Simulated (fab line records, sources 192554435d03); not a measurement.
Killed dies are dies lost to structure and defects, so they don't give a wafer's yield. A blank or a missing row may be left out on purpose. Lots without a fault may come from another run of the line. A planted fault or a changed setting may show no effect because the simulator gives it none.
fab line records | flow n5_finfet
record lots=5 wafers=12 last_day=19
route steps=1938 shown BEOL_M4@1099 BEOL_M5@1112 BEOL_M7@1293 PASSIVATION@1936
lots that met no fault: from a run of the same line without faults
start_h: hours from the record's first day to the start of the lot's first wafer shown | wait_h: hours since the lot's step before | " the same as in the row above | L1.1+2: a row that stands for several wafers | - no value, or no start given | * or withheld: withheld | < > ~ a bound
route shown NAME@n: a module of which the file shows steps, and the number in the route of the first | usual: mean/standard deviation of fault-free wafers | same: alike in all rows | chamber/n: place in a boat | sites: the reading at each site | _std_site: their standard deviation | _edge_site: outer sites' mean less inner sites' | radius_mm: how far each site lies from the wafer's centre | mask NAME#n: copy n | behind: the tool/chamber that last shaped the wafer | hold: why the lot was held/for how many hours/how that ended | device: the transistor (n, p or np) that didn't switch | end of line: the same wafers' tests at the end of the route | a step without rows: its recipe alone | killed: dies lost to structure and defects at the first sort, not the wafer's yield | map: a wafer's dies, x killed, . not, _ none there
set.NAME: the setting as run; set.NAME@STEP: as run at that earlier step | model.NAME: the simulator's own value behind a step, which no gauge read
lots at some steps of the route; a table a step, a row a wafer
services: from which hour (start_h, from the record's first day; less than 0 if before it) a tool's chamber was out of use, for how many hours, and why
## steps
# step N5_BEOL_M4_ANNEAL_95
# recipe temp_c=400 time_s=240 ambient=vacuum
# step N5_BEOL_M4_SPUTTER_96
# recipe material=Cu target_thk_a=45 temp_c=-20 chamber_pressure_pa=0.07 power_w=withheld time_s=8.29
# step N5_BEOL_M4_ECD_50
# recipe material=Cu target_thk_a=3000
# step N5_BEOL_M4_ANNEAL_51
# recipe temp_c=225 time_s=90 ambient=N2
# step N5_BEOL_M4_CMP_52
# recipe stop_on=SiOC t_overpolish_s=6.8 down_force_psi=1 platen_rpm=50 clearing_platen_down_force_psi=1.5 clearing_platen_rpm=50 post_cmp_clean=cu_alkaline target_thk_nm=40 clearing_platen_pad_velocity_m_s=0.99484 pad_velocity_m_s=0.99484
# step N5_BEOL_M4_PRE_CLEAN_60
# recipe gas=NH3/H2 time_s=15 temp_c=* rf_power_w=300
# step N5_BEOL_M4_CO_CAP_55
# recipe material=Co target_thk_a=20 temp_c=200 precursor=CCTBA/H2 pressure_torr=30 time_s=102.1
# step N5_BEOL_M4_PRE_CLEAN_56
# recipe gas=NH3 time_s=15 temp_c=withheld rf_power_w=300
# step N5_BEOL_M4_DEP_57
# recipe material=SiCN target_thk_a=80 temp_c=withheld precursor=3MS/NH3 pressure_torr=3 rf_w=202 time_s=14
# step N5_BEOL_M4_RC_MEAS_101
# usual DIBL_N=35.3/1.8 DIBL_P=35.2/2.2 IOFF_N=0.144/0.029 IOFF_P=0.19/0.031 ION_N=670/12 ION_P=460/7.6 SS_N=71.2/0.62 SS_P=73.0/0.69 VT_N=251/3.4 VT_P=-251.4/2.6
# columns lot.wafer tool chamber start_h wait_h DIBL_N[mV/V] DIBL_P[mV/V] IOFF_N[nA/um] IOFF_P[nA/um] ION_N[uA/um] ION_P[uA/um] SS_N[mV/dec] SS_P[mV/dec] VT_N[mV] VT_P[mV]
L657.2 prober-01 0 230.84 0.2 35.9 36.1 0.152 0.20 674 464 71.6 73.5 250 -250.7
L657.3 " 0 " " 33.5 34.0 0.121 0.17 664 460 71.1 73.0 254 -253.5
L657.4 " 0 " " 35.5 35.0 0.140 0.18 670 456 71.1 72.8 249 -253.1
L659.4 prober-01 0 237.24 0.5 32.5 31.9 0.107 0.14 651 442 71.2 72.7 257 -253.5
L659.5 " 0 " " 30.4 29.9 0.084 0.13 640 449 70.5 71.4 259 -255.8
L660.3 prober-02 0 237.55 0.3 36.0 36.2 0.167 0.22 675 466 71.4 73.4 246 -249.7
L660.6 " 0 " " 34.3 34.3 0.132 0.18 679 472 71.6 72.6 249 -250.0
L661.3 prober-02 0 238.48 0.5 33.1 33.6 0.119 0.15 671 458 70.9 73.0 253 -253.9
L661.5 " 0 " " 32.3 32.6 0.108 0.15 656 451 70.7 72.6 255 -257.4
L676.1 prober-01 0 341.60 0.0 39.6 39.9 0.217 0.28 672 463 72.3 75.1 245 -247.7
L676.2 " 0 " " 36.6 35.3 0.146 0.18 668 454 71.4 73.1 250 -252.8
L676.6 " 0 " " 36.3 35.1 0.140 0.18 660 447 71.4 73.2 255 -254.5
# step N5_BEOL_M5_ILD_DEP_00
# recipe material=SiCOH_lowk target_thk_a=1406.4 temp_c=300 precursor=DEMS/porogen pressure_torr=5 rf_w=500 time_s=25.9
# step N5_BEOL_M5_CURE_79
# recipe temp_c=385 time_s=240 ambient=He/Ar material=SiCOH_lowk
# step N5_BEOL_M5_PECVD_70
# recipe material=SiO2 target_thk_a=160 temp_c=400 precursor=TEOS/O2 pressure_torr=5.5 rf_w=450 teos_flow_sccm=53.8 gas=O2 flow_sccm=3000 time_s=18
# step N5_BEOL_M5_HM_DEP_02
# recipe material=TiN target_thk_a=200 temp_c=25 chamber_pressure_pa=0.49996
# step N5_BEOL_M5_COAT_59
# recipe resist=SOC temp_c=250 time_s=60 spin_rpm=1500 resist_thk_nm=60
# step N5_BEOL_M5_COAT_60
# recipe resist=SiARC temp_c=220 time_s=60 spin_rpm=1500 resist_thk_nm=12
# step N5_BEOL_M5_COAT_71
# recipe resist=underlayer temp_c=205 time_s=60 spin_rpm=1500 resist_thk_nm=5
# step N5_BEOL_M5_COAT_05
# recipe resist=CAR-EUV spin_rpm=1500 resist_thk_nm=30
# step N5_BEOL_M5_EBR_07
# recipe solvent=PGMEA ebr_width_mm=1.5
# step N5_BEOL_M5_SOFTBAKE_06
# recipe temp_c=110 time_s=60 resist=CAR-EUV
# step N5_BEOL_M5_EXPOSE_08
# recipe mask_id=M5 na=0.33 source_shape=annular sigma_inner=0.4 sigma_outer=0.8 polarization=unpolarized target_cd_nm=28 dose_mj=35.75
# step N5_BEOL_M5_PEB_09
# recipe peb_temp_c=100 peb_time_s=60 resist=CAR-EUV
# step N5_BEOL_M5_DEVELOP_10
# recipe develop_time_s=30 developer=TMAH resist=CAR-EUV rinse_liquid=surfactant_rinse dry=air_spin dev_temp_c=23
# step N5_BEOL_M5_DESCUM_16
# recipe chemistry=O2 time_s=7 source_power_w=50 bias_power_w=20 pressure_mtorr=20 rf_frequency_hz=2.712e+07 temp_c=40 resist=CAR-EUV o2_flow_sccm=225
# step N5_BEOL_M5_ETCH_72
# recipe chemistry=N2/H2 target=underlayer target_depth_a=65 mask_material=CAR-EUV time_s=5.2 ion_energy_ev=200 pressure_mtorr=30 source_w=840 bias_w=150 n2_flow_sccm=200 h2_flow_sccm=200 ends=cleared
# step N5_BEOL_M5_ETCH_61
# recipe chemistry=CF4 target=SiARC target_depth_a=156 mask_material=CAR-EUV time_s=26 ion_energy_ev=80 pressure_mtorr=40 source_w=545 bias_w=36 Ar_flow_sccm=100 cf4_flow_sccm=100 ends=cleared
# step N5_BEOL_M5_ETCH_62
# recipe chemistry=N2/H2 target=SOC target_depth_a=750 overetch_a=150 mask_material=SiARC temp_c=40 time_s=112.5 ion_energy_ev=200 pressure_mtorr=30 source_w=840 bias_w=150 n2_flow_sccm=200 h2_flow_sccm=200
# step N5_BEOL_M5_STRIP_63
# recipe chemistry=N2/H2 temp_c=40 n2_flow_sccm=200 h2_flow_sccm=200 rf_frequency_hz=6e+07
# step N5_BEOL_M5_STRIP_73
# recipe chemistry=N2/H2 temp_c=40 n2_flow_sccm=200 h2_flow_sccm=200 rf_frequency_hz=6e+07
# step N5_BEOL_M5_STRIP_64
# recipe chemistry=CF4 resist=SiARC power_w=300 bias_power_w=75 pressure_mtorr=50 cf4_flow_sccm=150 rf_frequency_hz=6e+07
# step N5_BEOL_M5_HM_OPEN_17
# recipe chemistry=Cl2/BCl3 target_depth_a=200 overetch_a=60 target=TiN mask_material=SOC ion_energy_ev=150 pressure_mtorr=10 icp_w=1000 bias_w=126 Cl2_flow_sccm=53.25 bcl3_flow_sccm=21.75 Ar_flow_sccm=25
# step N5_BEOL_M5_STRIP_19
# recipe chemistry=O2 power_w=400 temp_c=40 pressure_mtorr=30 rf_frequency_hz=6e+07 bias_power_w=0 overash_fraction=0.2 o2_flow_sccm=225
# step N5_BEOL_M5_COAT_65
# recipe resist=SOC temp_c=250 time_s=60 spin_rpm=1500 resist_thk_nm=60
# step N5_BEOL_M5_COAT_66
# recipe resist=SiARC temp_c=220 time_s=60 spin_rpm=1500 resist_thk_nm=12
# step N5_BEOL_M7_EXPOSE_25
# recipe mask_id=V6 na=0.33 source_shape=annular sigma_inner=0.4 sigma_outer=0.8 polarization=unpolarized target_cd_nm=40 dose_mj=42.5
# usual exposure_dose_mJ_cm2=42.9/0.34 stage_msd_nm=0.82/0.044
# columns lot.wafer tool chamber start_h wait_h mask exposure_dose_mJ_cm2 stage_msd_nm
L657.2 euv_scanner-01 0 255.78 - V6#0 42.4 0.79
L657.3 " 0 " " V6#0 42.3 0.79
L657.4 " 0 " " V6#0 42.3 0.79
L660.3 euv_scanner-02 0 265.76 - V6#0 43.0 0.87
L660.6 " 0 " " V6#0 43.0 0.87
L661.3 euv_scanner-02 0 265.81 - V6#0 43.1 0.87
L661.5 " 0 " " V6#0 43.0 0.87
L659.4 euv_scanner-02 0 265.86 - V6#0 43.1 0.87
L659.5 " 0 " " V6#0 43.0 0.87
L676.1 euv_scanner-02 0 366.82 - V6#0 43.0 0.85
L676.2 " 0 " " V6#0 43.0 0.85
L676.6 " 0 " " V6#0 43.0 0.85
# step N5_BEOL_M7_CD_MEAS_28
# recipe target_cd_nm=40 landing_energy_ev=500 detector=se_inlens
# usual cd_nm=40.00/0.23
# same landing_energy_ev=500
# columns lot.wafer tool chamber start_h wait_h cd_nm
L657.2 cd_sem-01 0 255.90 - 39.93
L657.3 " 0 " " 39.87
L657.4 " 0 " " 40.18
L660.3 cd_sem-03 0 265.88 - 33.18
L660.6 " 0 " " 40.07
L661.3 cd_sem-02 0 265.93 - 33.55
L661.5 " 0 " " 40.13
L659.4 cd_sem-01 0 265.98 - 33.84
L659.5 " 0 " " 40.16
L676.1 cd_sem-02 0 366.95 - 39.82
L676.2 " 0 " " 40.28
L676.6 " 0 " " 40.19
# step N5_BEOL_M7_DESCUM_33
# recipe chemistry=O2 time_s=7 source_power_w=50 bias_power_w=20 pressure_mtorr=20 rf_frequency_hz=2.712e+07 temp_c=40 resist=CAR-EUV o2_flow_sccm=225
# usual bias_power_w=19.99/0.059 drypump_motor_current_A=5.84/0.27 oes_product_au=0.77/0.092 rf_vpp_V=243.3/1.3 showerhead_plenum_p_Torr=2.10/0.055 throttle_valve_pct=20.48/0.27
# columns lot.wafer tool chamber start_h wait_h bias_power_w drypump_motor_current_A oes_product_au rf_hours_counter_h rf_vpp_V showerhead_plenum_p_Torr throttle_valve_pct model.BEOL_M7.cd_nm
L657.2 rie_diel-01 1 256.09 0.1 20.05 6.22 0.72 205 243.3 2.18 21.09 40
L657.3 " 0 " " 19.91 5.65 0.87 68 243.7 2.09 19.96 39.8
L657.4 " 3 " " 20.06 5.55 0.69 217 243.5 2.08 20.37 40
L660.3 rie_diel-01 2 266.44 0.5 20.03 5.62 0.88 51 244.4 2.06 20.52 33.2
L660.6 " 1 " " 19.94 6.18 0.71 - 244.3 2.18 21.09 40
L661.3 rie_diel-06 1 266.79 0.8 20.11 5.74 0.67 239 243.2 2.17 20.76 33.4
L661.5 " 2 " " 19.94 6.02 0.71 - 244.0 2.06 20.31 40.2
L659.4 rie_diel-02 2 266.81 0.7 19.99 5.46 0.69 - 243.8 2.15 20.58 33.8
L659.5 " 0 " " 19.93 5.83 0.69 - 241.8 2.00 20.69 39.8
L676.1 rie_diel-01 3 367.26 0.2 19.95 5.54 0.67 248 242.2 2.07 20.40 40
L676.2 " 1 " " 20.04 6.21 0.70 235 244.2 2.17 21.13 40
L676.6 " 1 " " 20.03 6.22 0.70 - 244.5 2.17 21.12 40.2
# step N5_BEOL_M7_VIA_ETCH_34
# recipe chemistry=C4F6/O2 target=SiCOH_lowk target_depth_a=1255 mask_material=SOC taper_deg=4 time_s=50.5 ion_energy_ev=250 pressure_mtorr=30 source_w=345 bias_w=185 Ar_flow_sccm=300 C4F6_flow_sccm=10 O2_flow_sccm=10
# usual C4F6_flow_sccm=10.00/0.031 O2_flow_sccm=9.99/0.032 drypump_motor_current_A=5.84/0.28 oes_product_au=0.77/0.093 rf_vpp_V=664/9.9 showerhead_plenum_p_Torr=2.86/0.088 throttle_valve_pct=20.97/0.23
# columns lot.wafer tool chamber start_h wait_h C4F6_flow_sccm O2_flow_sccm drypump_motor_current_A oes_product_au rf_hours_counter_h rf_vpp_V showerhead_plenum_p_Torr throttle_valve_pct model.BEOL_M7.cd_nm
L657.2 rie_diel-01 1 256.27 0.0 9.96 10.00 6.20 0.71 205 661 2.94 21.45 40
L657.3 " 0 " " 10.00 9.98 5.64 0.86 68 655 2.88 20.59 40.2
L657.4 " 3 " " 9.96 10.00 5.58 0.69 217 661 2.82 20.75 40
L660.3 rie_diel-01 2 266.62 0.0 9.97 9.98 5.64 0.88 51 675 2.77 20.81 33.2
L660.6 " 1 " " 10.03 9.96 6.20 0.70 - 660 2.94 21.45 40
L661.3 rie_diel-06 1 266.97 0.0 10.02 9.97 5.70 0.69 239 644 2.91 21.10 33.4
L661.5 " 2 " " 9.99 9.94 6.04 0.71 - 648 2.83 20.88 40.2
L659.4 rie_diel-02 2 267.00 0.0 9.98 10.04 5.46 0.70 - 668 2.96 21.27 33.8
L659.5 " 0 " " 10.02 9.99 5.81 0.70 - 665 2.69 20.92 39.8
L676.1 rie_diel-01 3 367.44 0.0 9.99 10.00 5.55 0.67 248 660 2.81 20.80 40
L676.2 " 1 " " 9.99 10.05 6.23 0.70 235 662 2.93 21.49 40.2
L676.6 " 1 " " 10.02 10.03 6.22 0.69 - 661 2.93 21.50 40
# step N5_PASSIVATION_PROBE_49
# usual defect_limited_yield=91.0/1.4 killed_at_M0_to_M3=36/10 killed_at_M4_up=15/5 killed_at_contacts=12/6.1 killed_at_front_end=40/13 killed_at_other=3.8/2.9 killed_dies=106/16 killed_on_rim=14/4.1 killed_open=68/12 killed_short=35/8.2 sort_bin_5_function=5.2/0.9 sort_bin_6_memory=3.4/0.71 sort_bin_8_speed=0.0/0.46 sort_n_pass=1073/17 sort_yield_pct=91.0/1.5
# same gross_dies=1180 killed_at_back_side=0 sort_bin_4_leakage[%]=0
# columns lot.wafer tool chamber start_h wait_h defect_limited_yield[%] killed_at_M0_to_M3 killed_at_M4_up killed_at_contacts killed_at_front_end killed_at_other killed_dies killed_on_rim killed_open killed_short sort_bin_5_function[%] sort_bin_6_memory[%] sort_bin_8_speed[%] sort_n_pass sort_yield_pct[%]
L657.2 prober-02 - 338.83 0.1 91.9 30 19 7 40 0 96 10 68 27 4.7 3.2 0 1084 91.9
L657.3 prober-02 - 338.88 0.1 91.9 34 15 5 41 0 95 14 56 39 4.9 2.4 0 1085 91.9
L657.4 prober-02 - 338.93 0.2 92.6 26 12 6 41 2 87 9 58 26 4.7 2.5 0 1093 92.6
L661.3 prober-01 - 355.64 0.1 0 37 1098 10 35 0 1180 152 64 30 5.5 2.2 0 0 0
L661.5 prober-01 - 355.74 0.2 93.1 18 9 23 29 3 82 12 51 27 4.3 2.5 0 1098 93.1
L660.3 prober-02 - 363.16 0.1 0 29 1097 12 40 2 1180 152 68 35 5.3 3.5 0 0 0
L660.6 prober-02 - 363.31 0.3 90.3 45 23 13 32 2 115 18 68 46 5.3 4.0 0 1065 90.3
L659.4 prober-01 - 375.83 0.4 0 27 1094 6 44 9 1180 152 69 25 11.4 3.4 0 0 0
L676.1 prober-02 - 452.82 0.0 92.5 29 11 6 39 4 89 16 56 30 4.1 3.3 0 1091 92.5
L676.2 prober-02 - 452.87 0.1 91.9 47 13 0 34 1 95 14 53 33 3.6 3.3 0 1085 91.9
L676.6 prober-02 - 453.07 0.3 91.2 36 14 9 35 10 104 13 60 39 5.4 2.8 0 1076 91.2
# killed by level:class
L657.2 BEOL_M3:geometric_particle:open=12 FIN_SAQP:geometric_particle:short=11 FIN_SAQP:geometric_particle:open=10 MOL_CONTACT_COAG:geometric_particle:open=7 BEOL_M2:geometric_particle:open=7 BEOL_M4:geometric_particle:open=7 DUMMY_GATE:geometric_particle:open=5 STI_FIN_REVEAL:geometric_particle:open=4
L657.3 BEOL_M2:geometric_particle:open=11 FIN_SAQP:geometric_particle:short=9 BEOL_M1:geometric_particle:open=8 GATE_CUT:geometric_particle:open=6 FIN_SAQP:geometric_particle:open=5 STI_FIN_REVEAL:geometric_particle:open=4 GATE_CUT:geometric_particle:short=4 BEOL_M0_SAQP:geometric_particle:short=4
L657.4 FIN_SAQP:geometric_particle:open=8 BEOL_M2:geometric_particle:open=8 FIN_SAQP:geometric_particle:short=7 BEOL_M1:geometric_particle:open=7 DUMMY_GATE:geometric_particle:open=5 MOL_CONTACT_COAG:geometric_particle:open=4 BEOL_M4:geometric_particle:open=4 ILD0:geometric_particle:open=3
L661.3 BEOL_M7:area_expose=1086 MOL_CONTACT_COAG:geometric_particle:open=9 BEOL_M2:geometric_particle:open=9 BEOL_M0_SAQP:geometric_particle:short=8 DUMMY_GATE:geometric_particle:open=7 FIN_SAQP:geometric_particle:open=6 BEOL_M0_SAQP:geometric_particle:open=5 BEOL_M1:geometric_particle:open=5
L661.5 MOL_CONTACT_COAG:geometric_particle:open=19 FIN_SAQP:geometric_particle:short=8 BEOL_M1:geometric_particle:open=6 BEOL_M0_SAQP:geometric_particle:short=5 MOL_CONTACT_COAG:geometric_particle:short=4 STARTING-WAFER:geometric_particle:open=4 FIN_SAQP:geometric_particle:open=3 BEOL_M4:geometric_particle:open=3
L660.3 BEOL_M7:area_expose=1077 MOL_CONTACT_COAG:geometric_particle:open=11 BEOL_M4:geometric_particle:open=10 BEOL_M0_SAQP:geometric_particle:open=7 STI_FIN_REVEAL:geometric_particle:open=6 BEOL_M0_SAQP:geometric_particle:short=6 DUMMY_GATE:geometric_particle:short=5 BEOL_M3:geometric_particle:open=5
L660.6 BEOL_M0_SAQP:geometric_particle:open=13 BEOL_M0_SAQP:geometric_particle:short=11 BEOL_M4:geometric_particle:open=11 MOL_CONTACT_COAG:geometric_particle:open=10 BEOL_M3:geometric_particle:open=10 FIN_SAQP:geometric_particle:short=8 STI_FIN_REVEAL:geometric_particle:open=5 BEOL_M5:geometric_particle:short=4
L659.4 BEOL_M7:area_expose=1079 STI_FIN_REVEAL:geometric_particle:open=12 BEOL_M0_SAQP:geometric_particle:short=7 BEOL_M4:geometric_particle:open=7 BEOL_M3:geometric_particle:open=6 HKMG_FIN:area_etch=6 DUMMY_GATE:geometric_particle:open=5 BEOL_M2:geometric_particle:open=5
L676.1 FIN_SAQP:geometric_particle:open=9 BEOL_M0_SAQP:geometric_particle:open=7 BEOL_M0_SAQP:geometric_particle:short=7 BEOL_M2:geometric_particle:open=6 MOL_CONTACT_COAG:geometric_particle:open=5 STI_FIN_REVEAL:geometric_particle:open=5 BEOL_M3:geometric_particle:open=5 GATE_CUT:geometric_particle:short=4
L676.2 BEOL_M0_SAQP:geometric_particle:short=13 BEOL_M0_SAQP:geometric_particle:open=11 FIN_SAQP:geometric_particle:open=8 BEOL_M2:geometric_particle:open=8 DUMMY_GATE:geometric_particle:open=6 HKMG_FIN:area_etch=6 BEOL_M1:geometric_particle:open=4 BEOL_M3:geometric_particle:short=4
L676.6 BEOL_M0_SAQP:geometric_particle:open=10 BEOL_M4:geometric_particle:open=7 GATE_CUT:geometric_particle:short=6 BEOL_M0_SAQP:geometric_particle:short=6 BEOL_M2:geometric_particle:open=6 BEOL_M3:geometric_particle:open=6 STI_FIN_REVEAL:geometric_particle:open=5 MOL_CONTACT_COAG:geometric_particle:open=5
# map L659.4 (x killed, . not)
_________________xxxxxxxxxxxx________________
______________xxxxxxxxxxxxxxxxxx_____________
___________xxxxxxxxxxxxxxxxxxxxxxxx__________
__________xxxxxxxxxxxxxxxxxxxxxxxxxx_________
________xxxxxxxxxxxxxxxxxxxxxxxxxxxxxx_______
_______xxxxxxxxxxxxxxxxxxxxxxxxxxxxxxxx______
______xxxxxxxxxxxxxxxxxxxxxxxxxxxxxxxxxx_____
_____xxxxxxxxxxxxxxxxxxxxxxxxxxxxxxxxxxxx____
____xxxxxxxxxxxxxxxxxxxxxxxxxxxxxxxxxxxxxx___
___xxxxxxxxxxxxxxxxxxxxxxxxxxxxxxxxxxxxxxxx__
___xxxxxxxxxxxxxxxxxxxxxxxxxxxxxxxxxxxxxxxx__
__xxxxxxxxxxxxxxxxxxxxxxxxxxxxxxxxxxxxxxxxxx_
__xxxxxxxxxxxxxxxxxxxxxxxxxxxxxxxxxxxxxxxxxx_
_xxxxxxxxxxxxxxxxxxxxxxxxxxxxxxxxxxxxxxxxxxxx
_xxxxxxxxxxxxxxxxxxxxxxxxxxxxxxxxxxxxxxxxxxxx
_xxxxxxxxxxxxxxxxxxxxxxxxxxxxxxxxxxxxxxxxxxxx
_xxxxxxxxxxxxxxxxxxxxxxxxxxxxxxxxxxxxxxxxxxxx
_xxxxxxxxxxxxxxxxxxxxxxxxxxxxxxxxxxxxxxxxxxxx
_xxxxxxxxxxxxxxxxxxxxxxxxxxxxxxxxxxxxxxxxxxxx
_xxxxxxxxxxxxxxxxxxxxxxxxxxxxxxxxxxxxxxxxxxxx
_xxxxxxxxxxxxxxxxxxxxxxxxxxxxxxxxxxxxxxxxxxxx
__xxxxxxxxxxxxxxxxxxxxxxxxxxxxxxxxxxxxxxxxxx_
__xxxxxxxxxxxxxxxxxxxxxxxxxxxxxxxxxxxxxxxxxx_
___xxxxxxxxxxxxxxxxxxxxxxxxxxxxxxxxxxxxxxxx__
___xxxxxxxxxxxxxxxxxxxxxxxxxxxxxxxxxxxxxxxx__
____xxxxxxxxxxxxxxxxxxxxxxxxxxxxxxxxxxxxxx___
_____xxxxxxxxxxxxxxxxxxxxxxxxxxxxxxxxxxxx____
______xxxxxxxxxxxxxxxxxxxxxxxxxxxxxxxxxx_____
_______xxxxxxxxxxxxxxxxxxxxxxxxxxxxxxxx______
________xxxxxxxxxxxxxxxxxxxxxxxxxxxxxx_______
__________xxxxxxxxxxxxxxxxxxxxxxxxxx_________
___________xxxxxxxxxxxxxxxxxxxxxxxx__________
______________xxxxxxxxxxxxxxxxxx_____________
_________________xxxxxxxxxxxx________________
# map L660.3 (x killed, . not)
_________________xxxxxxxxxxxx________________
______________xxxxxxxxxxxxxxxxxx_____________
___________xxxxxxxxxxxxxxxxxxxxxxxx__________
__________xxxxxxxxxxxxxxxxxxxxxxxxxx_________
________xxxxxxxxxxxxxxxxxxxxxxxxxxxxxx_______
_______xxxxxxxxxxxxxxxxxxxxxxxxxxxxxxxx______
______xxxxxxxxxxxxxxxxxxxxxxxxxxxxxxxxxx_____
_____xxxxxxxxxxxxxxxxxxxxxxxxxxxxxxxxxxxx____
____xxxxxxxxxxxxxxxxxxxxxxxxxxxxxxxxxxxxxx___
___xxxxxxxxxxxxxxxxxxxxxxxxxxxxxxxxxxxxxxxx__
___xxxxxxxxxxxxxxxxxxxxxxxxxxxxxxxxxxxxxxxx__
__xxxxxxxxxxxxxxxxxxxxxxxxxxxxxxxxxxxxxxxxxx_
__xxxxxxxxxxxxxxxxxxxxxxxxxxxxxxxxxxxxxxxxxx_
_xxxxxxxxxxxxxxxxxxxxxxxxxxxxxxxxxxxxxxxxxxxx
_xxxxxxxxxxxxxxxxxxxxxxxxxxxxxxxxxxxxxxxxxxxx
_xxxxxxxxxxxxxxxxxxxxxxxxxxxxxxxxxxxxxxxxxxxx
_xxxxxxxxxxxxxxxxxxxxxxxxxxxxxxxxxxxxxxxxxxxx
_xxxxxxxxxxxxxxxxxxxxxxxxxxxxxxxxxxxxxxxxxxxx
_xxxxxxxxxxxxxxxxxxxxxxxxxxxxxxxxxxxxxxxxxxxx
_xxxxxxxxxxxxxxxxxxxxxxxxxxxxxxxxxxxxxxxxxxxx
_xxxxxxxxxxxxxxxxxxxxxxxxxxxxxxxxxxxxxxxxxxxx
__xxxxxxxxxxxxxxxxxxxxxxxxxxxxxxxxxxxxxxxxxx_
__xxxxxxxxxxxxxxxxxxxxxxxxxxxxxxxxxxxxxxxxxx_
___xxxxxxxxxxxxxxxxxxxxxxxxxxxxxxxxxxxxxxxx__
___xxxxxxxxxxxxxxxxxxxxxxxxxxxxxxxxxxxxxxxx__
____xxxxxxxxxxxxxxxxxxxxxxxxxxxxxxxxxxxxxx___
_____xxxxxxxxxxxxxxxxxxxxxxxxxxxxxxxxxxxx____
______xxxxxxxxxxxxxxxxxxxxxxxxxxxxxxxxxx_____
_______xxxxxxxxxxxxxxxxxxxxxxxxxxxxxxxx______
________xxxxxxxxxxxxxxxxxxxxxxxxxxxxxx_______
__________xxxxxxxxxxxxxxxxxxxxxxxxxx_________
___________xxxxxxxxxxxxxxxxxxxxxxxx__________
______________xxxxxxxxxxxxxxxxxx_____________
_________________xxxxxxxxxxxx________________
## services
# columns tool chamber start_h hours kind
euv_scanner-01 - 237.50 4.3 repair
euv_scanner-01 - 243.71 1.0 pm
euv_scanner-02 0 244.23 - calibration
rie_diel-02 3 245.46 - clean
rie_diel-02 3 245.46 - consumable_replace:esc
rie_diel-02 3 245.46 - consumable_replace:focus_ring
rie_diel-02 3 245.46 23.3 scheduled_down
rie_diel-02 3 245.46 23.3 vent_cycle
euv_scanner-02 - 247.84 17.3 pm
rie_diel-06 - 256.20 0.5 repair
euv_scanner-01 - 265.14 5.8 pm
rie_diel-02 2 274.36 2.9 repair
euv_scanner-01 - 279.51 6.2 pm
rie_diel-01 1 284.52 11.2 repair
euv_scanner-02 - 286.55 1.0 pm
rie_diel-06 1 295.03 8.2 repair
euv_scanner-01 - 299.86 1.0 pm
rie_diel-06 1 311.64 - clean
rie_diel-06 1 311.64 - consumable_replace:focus_ring
rie_diel-06 1 311.64 15.2 scheduled_down
euv_scanner-02 - 316.67 4.6 pm
euv_scanner-02 - 342.70 1.0 pm
euv_scanner-02 - 346.42 0.6 repair
euv_scanner-01 - 356.04 1.0 pm
## key
first_sign step=N5_BEOL_M7_CD_MEAS_28 reading=cd_nm direction=down sigmas=29 usual=40.00 struck=33.52
effect step=N5_PASSIVATION_PROBE_49 reading=killed_at_M4_up direction=up sigmas=99+ usual=15 struck=1096
model_effect step=N5_BEOL_M7_DESCUM_33 value=BEOL_M7.cd_nm without=39.87 struck=33.47
model_effect step=N5_BEOL_M7_VIA_ETCH_34 value=BEOL_M7.cd_nm without=39.93 struck=33.47
more_kills_born_at N5_BEOL_M7_EXPOSE_25@euv_scanner-02=3242
met_at N5_BEOL_M7_EXPOSE_25
struck_wafers L659.4,L660.3,L661.3
later_rows_left_out L659.4,L660.3,L661.3
fault kind=process_parameter_drift tool=euv_scanner-02 chamber=- onset_h=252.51 steps=N5_BEOL_M7_EXPOSE_25 channel=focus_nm offset=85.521 shape=step end_h=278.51 scope=struck_wafers_only
# later_rows_left_out: the simulator's readings of these wafers behind a module that went badly wrong aren't trusted and aren't shown, but for the sort
